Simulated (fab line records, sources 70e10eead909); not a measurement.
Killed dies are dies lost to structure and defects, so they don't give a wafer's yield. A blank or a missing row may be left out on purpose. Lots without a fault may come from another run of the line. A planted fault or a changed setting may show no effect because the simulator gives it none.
fab line records | flow nand_harc
record lots=6 wafers=18 last_day=24
route steps=1159 shown P_GATE@119 END@1159
lots that met no fault: from a run of the same line without faults
start_h: hours from the record's first day to the start of the lot's first wafer shown | wait_h: hours since the lot's step before | " the same as in the row above | L1.1+2: a row that stands for several wafers | - no value, or no start given | * or withheld: withheld | < > ~ a bound
route shown NAME@n: a module of which the file shows steps, and the number in the route of the first | usual: mean/standard deviation of fault-free wafers | same: alike in all rows | chamber/n: place in a boat | sites: the reading at each site | _std_site: their standard deviation | _edge_site: outer sites' mean less inner sites' | radius_mm: how far each site lies from the wafer's centre | mask NAME#n: copy n | behind: the tool/chamber that last shaped the wafer | hold: why the lot was held/for how many hours/how that ended | device: the transistor (n, p or np) that didn't switch | end of line: the same wafers' tests at the end of the route | a step without rows: its recipe alone | killed: dies lost to structure and defects at the first sort, not the wafer's yield | map: a wafer's dies, x killed, . not, _ none there
set.NAME: the setting as run; set.NAME@STEP: as run at that earlier step | model.NAME: the simulator's own value behind a step, which no gauge read
lots at some steps of the route; a table a step, a row a wafer
services: from which hour (start_h, from the record's first day; less than 0 if before it) a tool's chamber was out of use, for how many hours, and why
## steps
# step NHARC_P_GATE_EXPOSE_08
# recipe na=0.6 dose_mj=16.75 mask_id=P_HV
# step NHARC_P_GATE_PEB_09
# recipe peb_temp_c=118 peb_time_s=85
# step NHARC_P_GATE_DEVELOP_10
# recipe time_s=70
# step NHARC_P_GATE_CD_MEAS_11
# recipe target_cd_nm=1640 landing_energy_ev=500
# usual cd_nm=1638.5/2
# columns lot.wafer tool chamber start_h wait_h cd_nm
L187.1 cd_sem-03 0 122.30 - 1641.2
L187.2 " 0 " " 1640.3
L187.6 " 0 " " 1642.4
L189.1 cd_sem-01 0 129.85 - 1639.1
L189.4 " 0 " " 1636.1
L189.5 " 0 " " 1636.9
L193.1 cd_sem-03 0 151.87 - 1643.0
L193.2 " 0 " " 1639.6
L193.4 " 0 " " 1638.7
L200.1 cd_sem-01 0 196.49 - 1639.5
L200.2 " 0 " " 1639.2
L200.3 " 0 " " 1642.1
L202.1 cd_sem-01 0 210.83 - 1633.5
L202.3 " 0 " " 1636.5
L202.4 " 0 " " 1641.0
L203.1 cd_sem-03 0 210.99 - 1639.8
L203.2 " 0 " " 1638.9
L203.6 " 0 " " 1636.7
# step NHARC_P_GATE_HARDBAKE_12
# recipe temp_c=125 time_s=80
# step NHARC_P_GATE_DESCUM_13
# recipe time_s=3 o2_flow_sccm=200 ar_flow_sccm=0 bias_power_w=0 chemistry=O2
# usual chamber_pressure_mTorr=60.00/0.052 drypump_motor_current_A=5.6/0.39 oes_product_au=1.000/0.015 rf_vpp_V=57.6/0.92 showerhead_plenum_p_Torr=1.90/0.083 throttle_valve_pct=11.310/0.01
# columns lot.wafer tool chamber start_h wait_h chamber_pressure_mTorr drypump_motor_current_A oes_product_au rf_hours_counter_h rf_vpp_V showerhead_plenum_p_Torr throttle_valve_pct
L187.2 rie_diel-04 3 122.48 - 60.04 5.6 0.992 0 57.4 1.96 11.312
L187.1 " 1 " " 59.97 5.9 1.009 0 57.1 1.96 11.319
L187.6 " 3 " " 59.94 5.6 0.990 - 57.3 1.96 11.296
L189.1 rie_diel-03 2 130.02 - 59.99 6.2 1.033 16 57.1 1.79 11.302
L189.4 " 0 " " 59.99 5.1 0.987 15 57.6 1.88 11.324
L189.5 " 2 " " 59.94 6.2 1.033 - 56.3 1.79 11.307
L193.4 rie_diel-03 3 152.03 - 60.04 5.8 0.994 19 57.2 1.83 11.327
L193.2 " 0 " " 60.01 5.1 0.996 19 57.3 1.88 11.308
L193.1 " 1 " " 60.00 5.4 1.000 21 58.1 1.97 11.313
L200.3 rie_diel-01 1 196.65 - 59.95 5.3 1.012 15 57.8 2.07 11.330
L200.2 " 2 " " 60.03 6.1 1.011 18 57.7 1.96 11.301
L200.1 " 0 " " 59.96 5.8 0.991 16 58.6 1.98 11.288
L202.1 rie_diel-03 3 210.99 - 60.10 5.8 0.995 28 58.1 1.82 11.317
L202.4 " 0 " " 60.00 5.1 0.989 30 57.7 1.88 11.332
L202.3 " 2 " " 59.96 6.2 1.031 30 56.9 1.78 11.332
L203.2 rie_diel-04 2 211.16 - 59.99 5.4 1.003 39 58.4 1.89 11.312
L203.1 " 3 " " 60.09 5.6 1.000 41 56.9 1.94 11.296
L203.6 " 1 " " 59.89 5.9 0.995 - 58.6 1.95 11.302
# step NHARC_P_GATE_ETCH_14
# recipe target_depth_a=488 chemistry=dHF material=SiO2
# step NHARC_P_GATE_STRIP_15
# recipe time_s=780 temp_c=130 chemistry=SPM
# step NHARC_P_GATE_PRECLEAN_71
# recipe time_s=* temp_c=50 bath_age_min=0 chemistry=SC1
# step NHARC_P_GATE_SRD_72
# step NHARC_P_GATE_OXIDE_16
# recipe target_thk_a=30 temp_c=875 ox_time_s=392 material=SiO2
# step NHARC_P_GATE_CVD_17
# recipe target_thk_a=1500 temp_c=620 time_s=900 material=poly-Si
# step NHARC_P_GATE_HM_DEP_102
# recipe target_thk_a=1200 temp_c=400 material=aC
# usual throttle_valve_pct=34.998/0.0083
# columns lot.wafer tool chamber start_h wait_h throttle_valve_pct
L187.1 acl_dep-02 0 139.65 0.9 34.997
L187.2 " 0 " " 35.013
L187.6 " 0 " " 35.005
L189.1 acl_dep-02 0 143.87 0.5 34.980
L189.4 " 0 " " 34.998
L189.5 " 0 " " 34.997
L193.1 acl_dep-03 0 167.45 1.0 34.986
L193.2 " 0 " " 35.009
L193.4 " 0 " " 35.002
L200.1 acl_dep-02 0 211.36 2.7 34.991
L200.2 " 0 " " 35.004
L200.3 " 0 " " 34.996
L203.1 acl_dep-02 0 224.51 0.4 35.003
L203.2 " 0 " " 35.006
L203.6 " 0 " " 35.005
L202.1 acl_dep-02 0 225.14 1.0 34.979
L202.3 " 0 " " 35.003
L202.4 " 0 " " 34.984
# step NHARC_P_GATE_DEP_103
# recipe target_thk_a=300 target_thk_nm=30 temp_c=400 flow_sccm=200 rf_w=350 material=SiON
# usual heater_power_w=789/110
# columns lot.wafer tool chamber start_h wait_h heater_power_w
L187.2 pecvd-02 0 140.35 0.5 665
L187.1 " 1 " " 799
L187.6 " 2 " " 848
L189.1 pecvd-02 1 144.55 0.6 798
L189.5 " 1 " " 803
L189.4 " 2 " " 841
L193.2 pecvd-02 0 168.32 0.7 592
L193.1 " 2 " " 753
L193.4 " 1 " " 826
L200.1 pecvd-01 0 212.02 0.6 943
L200.3 " 1 " " 874
L200.2 " 2 " " 849
L203.1 pecvd-03 0 225.16 0.6 797
L203.2 " 1 " " 858
L203.6 " 0 " " 792
L202.3 pecvd-03 2 225.83 0.4 688
L202.1 " 0 " " 803
L202.4 " 2 " " 707
# step NHARC_P_GATE_DEHYDRATE_18
# recipe temp_c=150 time_s=120
# step NHARC_P_GATE_HMDS_19
# recipe time_s=30
# step NHARC_P_GATE_COAT_20
# recipe spin_rpm=1500 resist_thk_nm=90
# step NHARC_P_GATE_SOFTBAKE_21
# recipe temp_c=105 time_s=55
# step NHARC_P_GATE_EBR_22
# step NHARC_P_GATE_EXPOSE_23
# recipe na=1.35 target_cd_nm=120 dose_mj=93.91 mask_id=P_GATE
# step NHARC_P_GATE_PEB_24
# recipe peb_temp_c=100 peb_time_s=65
# step NHARC_P_GATE_DEVELOP_25
# recipe develop_time_s=35 dev_temp_c=23
# step NHARC_P_GATE_CD_MEAS_26
# recipe target_cd_nm=120 landing_energy_ev=500
# usual cd_nm=120.6/1
# columns lot.wafer tool chamber start_h wait_h cd_nm
L187.1 cd_sem-03 0 140.88 - 120.6
L187.2 " 0 " " 120.4
L187.6 " 0 " " 119.2
L189.1 cd_sem-01 0 145.07 - 120.8
L189.4 " 0 " " 121.8
L189.5 " 0 " " 119.4
L193.1 cd_sem-03 0 169.00 - 119.5
L193.2 " 0 " " 118.7
L193.4 " 0 " " 119.4
L200.1 cd_sem-03 0 212.70 - 120.9
L200.2 " 0 " " 121.3
L200.3 " 0 " " 121.8
L203.1 cd_sem-01 0 225.84 - 119.8
L203.2 " 0 " " 119.9
L203.6 " 0 " " 119.3
L202.1 cd_sem-01 0 226.49 - 120.6
L202.3 " 0 " " 121.7
L202.4 " 0 " " 119.6
# step NHARC_P_GATE_OVL_MEAS_27
# usual overlay_x_nm=0.0/0.72 overlay_y_nm=0.0/0.72
# columns lot.wafer tool chamber start_h wait_h overlay_x_nm overlay_y_nm
L187.1 overlay-02 - 140.96 - 1.4 1.2
L187.2 " - " " 1.2 0.1
L187.6 " - " " 1.4 0.9
L189.1 overlay-01 - 145.16 - 0.5 -0.3
L189.4 " - " " 0.9 0.8
L189.5 " - " " 0.8 -0.6
L193.1 overlay-02 - 169.09 - 0.1 -1.0
L193.2 " - " " -0.2 -0.6
L193.4 " - " " -0.1 -0.3
L200.1 overlay-01 - 212.79 - 0.0 0.4
L200.2 " - " " 0.3 0.4
L200.3 " - " " 0.3 0.4
L203.1 overlay-01 - 225.92 - -1.2 -0.7
L203.2 " - " " -0.6 -0.9
L203.6 " - " " -1.0 -1.0
L202.1 overlay-02 - 226.57 - 1.4 -0.8
L202.3 " - " " 0.8 -0.5
L202.4 " - " " 1.0 -0.8
# step NHARC_P_GATE_INSPECT_28
# usual raw_defect_count=6.0/2.7
# columns lot.wafer tool chamber start_h wait_h raw_defect_count
L187.1 defect_inspect-02 - 141.00 0.0 11
L187.2 " - " " 21
L187.6 " - " " 21
L189.1 defect_inspect-01 - 145.20 0.0 14
L189.4 " - " " 14
L189.5 " - " " 14
L193.1 defect_inspect-02 - 169.12 0.0 13
L193.2 " - " " 5
L193.4 " - " " 6
L200.1 defect_inspect-02 - 212.83 0.0 12
L200.2 " - " " 7
L200.3 " - " " 2
L203.1 defect_inspect-02 - 225.96 0.0 8
L203.2 " - " " 4
L203.6 " - " " 9
L202.1 defect_inspect-01 - 226.61 0.0 3
L202.3 " - " " 3
L202.4 " - " " 5
# step NHARC_P_GATE_DESCUM_31
# recipe time_s=3 o2_flow_sccm=200 ar_flow_sccm=0 bias_power_w=0 chemistry=O2
# usual chamber_pressure_mTorr=60.00/0.059 drypump_motor_current_A=5.6/0.41 oes_product_au=1.002/0.014 rf_vpp_V=57.8/0.91 showerhead_plenum_p_Torr=1.91/0.087 throttle_valve_pct=11.311/0.0087
# columns lot.wafer tool chamber start_h wait_h chamber_pressure_mTorr drypump_motor_current_A oes_product_au rf_hours_counter_h rf_vpp_V showerhead_plenum_p_Torr throttle_valve_pct
L187.1 rie_diel-04 1 141.09 0.1 59.97 6.0 0.991 6 58.5 1.96 11.315
L187.2 " 2 " " 59.96 5.4 1.005 7 59.0 1.90 11.304
L187.6 " 0 " " 59.96 5.0 1.015 - 58.5 2.03 11.309
L189.4 rie_diel-03 2 145.47 0.3 60.07 6.2 1.037 19 56.3 1.79 11.315
L189.1 " 3 " " 59.93 5.7 0.997 18 57.5 1.82 11.303
L189.5 " 3 " " 60.02 5.7 0.998 - 57.7 1.83 11.319
L193.1 rie_diel-03 3 169.21 0.1 60.05 5.8 0.996 22 58.6 1.82 11.313
L193.2 " 0 " " 60.08 5.1 0.992 24 58.7 1.88 11.311
L193.4 " 1 " " 60.06 5.4 0.997 26 58.1 1.97 11.295
L200.3 rie_diel-03 3 212.90 0.1 60.10 5.8 1.006 29 57.7 1.82 11.319
L200.2 " 0 " " 59.98 5.1 1.003 30 56.5 1.88 11.314
L200.1 " 2 " " 60.02 6.2 1.036 30 57.5 1.78 11.313
L203.1 rie_diel-01 3 226.02 0.1 60.01 5.0 0.981 28 55.6 1.81 11.317
L203.2 " 2 " " 60.08 6.1 1.016 27 59.2 1.96 11.324
L203.6 " 0 " " 60.01 5.8 1.003 - 58.2 1.97 11.322
L202.3 rie_diel-01 1 226.69 0.1 60.08 5.3 1.004 25 57.7 2.07 11.326
L202.1 " 2 " " 60.03 6.2 0.991 27 59.3 1.96 11.321
L202.4 " 3 " " 60.01 5.0 0.989 28 57.4 1.81 11.303
# step NHARC_END_SORT_01
# recipe temp_c=25
# usual killed_at_array=31/11 killed_at_other=0.5/0.78 killed_at_periphery=3.0/2 killed_dies=34/12 killed_open=3.2/2 killed_short=1.9/1.6
# same gross_dies=677
# columns lot.wafer tool chamber start_h wait_h killed_at_array killed_at_other killed_at_periphery killed_dies killed_open killed_short
L189.1 prober-02 0 489.24 2.5 16 0 9 25 3 1
L189.4 prober-02 0 491.67 3.4 24 0 9 33 2 4
L189.5 prober-02 0 492.48 3.7 23 0 10 33 4 2
L187.1 prober-01 0 489.45 2.5 41 0 8 49 3 0
L187.2 prober-01 0 490.27 2.8 40 5 16 61 2 2
L187.6 prober-01 0 493.54 4.1 35 1 19 55 3 2
L203.1 prober-01 0 577.90 2.5 15 0 2 17 4 0
L203.2 prober-01 0 578.70 2.8 15 0 3 18 4 2
L203.6 prober-01 0 581.89 4.0 17 0 1 18 2 2
# killed by level:class
L189.1 P_GATE:unspecified=9 A_STAIRCASE:chamber_film_flake=6 A_CHANNEL_HOLE_D1:chamber_film_flake=3 A_BLC:geometric_particle:open=2 A_ZERO_WELL:chamber_film_flake=2 A_CHANNEL_FILL_D1:geometric_particle:short=1 A_CONTACT:geometric_particle:open=1 A_WL_FILL:chamber_film_flake=1
L187.1 A_SLIT:chamber_film_flake=17 A_CHANNEL_HOLE_D1:chamber_film_flake=13 P_GATE:unspecified=7 A_STAIRCASE:chamber_film_flake=4 A_CONTACT:chamber_film_flake=3 A_ONON_D1:geometric_particle:open=1 A_WL_FILL:geometric_particle:open=1 A_M1:geometric_particle:open=1
L187.2 P_GATE:unspecified=16 A_CHANNEL_HOLE_D1:chamber_film_flake=14 A_SLIT:chamber_film_flake=14 THIN_TSV:chamber_film_flake=4 A_STAIRCASE:chamber_film_flake=3 A_WL_FILL:chamber_film_flake=2 A_CHANNEL_FILL_D1:chamber_film_flake=2 A_CONTACT:chamber_film_flake=2
L189.4 P_GATE:unspecified=8 A_STAIRCASE:chamber_film_flake=7 A_ZERO_WELL:chamber_film_flake=5 A_CHANNEL_HOLE_D1:chamber_film_flake=2 A_CHANNEL_FILL_D1:chamber_film_flake=2 A_CONTACT:chamber_film_flake=2 P_CONTACT:geometric_particle:short=1 A_CHANNEL_HOLE_D1:geometric_particle:open=1
L189.5 P_GATE:unspecified=8 A_CHANNEL_HOLE_D1:chamber_film_flake=6 A_SLIT:chamber_film_flake=4 A_STAIRCASE:chamber_film_flake=3 A_CHANNEL_FILL_D1:chamber_film_flake=2 A_CONTACT:chamber_film_flake=2 P_M0:geometric_particle:open=1 P_M2:geometric_particle:open=1
L187.6 P_GATE:unspecified=17 A_SLIT:chamber_film_flake=15 A_CHANNEL_HOLE_D1:chamber_film_flake=11 A_STAIRCASE:chamber_film_flake=5 A_CONTACT:chamber_film_flake=2 P_CONTACT:geometric_particle:open=1 P_M2:geometric_particle:open=1 A_CHANNEL_FILL_D1:geometric_particle:short=1
L203.1 A_CHANNEL_HOLE_D1:chamber_film_flake=9 A_CONTACT:chamber_film_flake=4 P_STI:geometric_particle:open=1 P_CONTACT:geometric_particle:open=1 A_CHANNEL_FILL_D1:geometric_particle:open=1 A_CONTACT:geometric_particle:open=1
L203.2 A_CHANNEL_HOLE_D1:chamber_film_flake=4 A_CONTACT:chamber_film_flake=3 P_M0:geometric_particle:open=2 A_ONON_D1:geometric_particle:short=2 A_WL_FILL:geometric_particle:open=1 A_CONTACT:geometric_particle:open=1 P_CONTACT:chamber_film_flake=1 A_ZERO_WELL:chamber_film_flake=1
L203.6 A_CHANNEL_HOLE_D1:chamber_film_flake=6 A_CONTACT:chamber_film_flake=4 A_WL_FILL:chamber_film_flake=2 P_M0:geometric_particle:open=1 A_WL_FILL:geometric_particle:open=1 A_WL_FILL:geometric_particle:short=1 A_M1:geometric_particle:short=1 A_CHANNEL_FILL_D1:chamber_film_flake=1
# map L187.2 (x killed, . not)
____________.____________
_________xx....._________
_______x.xx.x....._______
______.xx.xx.......______
_____....x.........._____
____...xxxx..........____
____..........x.x....____
___x.........x........___
___...........x..x....___
__.......x.............__
__.....................__
_..................x...._
_....................x.._
_.............x.x......._
_.................x..x.._
_...............xx......_
...............x..xxx....
...............x..x......
.........................
.........................
...................x.....
_..................x...._
_.............x....x...._
_...............x......._
_......x........xx......_
_............x..x...xx.._
__x................xx..__
__................x....__
___................x..___
___...........x.xxxx..___
____.................____
____........x........____
_____..............._____
______...........x.______
_______..........._______
_________....x.._________
____________.____________
# map L189.4 (x killed, . not)
____________x____________
_________......._________
_______..........._______
______.x...........______
_____.x..xx........._____
____.....x..x........____
____...........x.....____
___...................___
___......x............___
__x....................__
__..x..................__
_.x.x..................._
_.....................x._
_x.....x................_
_.x....................._
_...............x.x....._
.........................
.........................
....................x....
.........................
...................x.....
_......................._
_......................._
_......................._
_....................x.._
_.xxx..................._
__......x...........x..__
__.....................__
___.....x....x........___
___...................___
____.................____
____.................____
_____........xx....._____
______..x..........______
_______.........x._______
_________......._________
____________.____________
## services
# columns tool chamber start_h hours kind
pecvd-03 - 111.46 13.0 pm
rie_diel-04 - 111.97 9.0 pm
pecvd-02 - 112.66 1.0 repair
rie_diel-03 0 120.82 - clean
rie_diel-03 1 120.82 - clean
rie_diel-03 2 120.82 - clean
rie_diel-03 3 120.82 - clean
rie_diel-01 - 137.80 9.0 pm
rie_diel-03 0 145.36 - clean
rie_diel-03 1 145.36 - clean
rie_diel-03 2 145.36 - clean
rie_diel-03 3 145.36 - clean
pecvd-01 - 150.17 0.3 repair
pecvd-02 - 153.45 13.0 pm
pecvd-03 1 160.35 10.1 repair
acl_dep-02 - 168.77 13.0 pm
rie_diel-01 - 168.95 1.2 repair
rie_diel-03 0 169.95 - clean
rie_diel-03 1 169.95 - clean
rie_diel-03 0 177.10 7.7 repair
pecvd-01 0 178.52 23.2 repair
pecvd-03 1 199.78 1.7 repair
rie_diel-03 - 215.33 9.0 pm
acl_dep-03 - 226.26 13.0 pm
## key
first_sign step=NHARC_P_GATE_INSPECT_28 reading=raw_defect_count direction=up sigmas=3.7 usual=6.0 struck=15.8
effect step=NHARC_END_SORT_01 reading=killed_at_periphery direction=up sigmas=4.4 usual=3.0 struck=11.8
met_at NHARC_P_GATE_HM_DEP_102
struck_wafers L187.1,L187.2,L187.6,L189.1,L189.4,L189.5
tester_left_out L187,L189
fault kind=chamber_particle_source tool=acl_dep-02 chamber=0 onset_h=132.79 steps=NHARC_P_GATE_HM_DEP_102 rate_per_visit_cm2=0.01744 end_h=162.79
# tester_left_out: of these lots the tester's yield and bins aren't shown, on N5 and GAA mostly nor the transistor test; their killed dies are dies lost to structure and defects alone, not to doping, threshold or leakage, so they don't give the yield
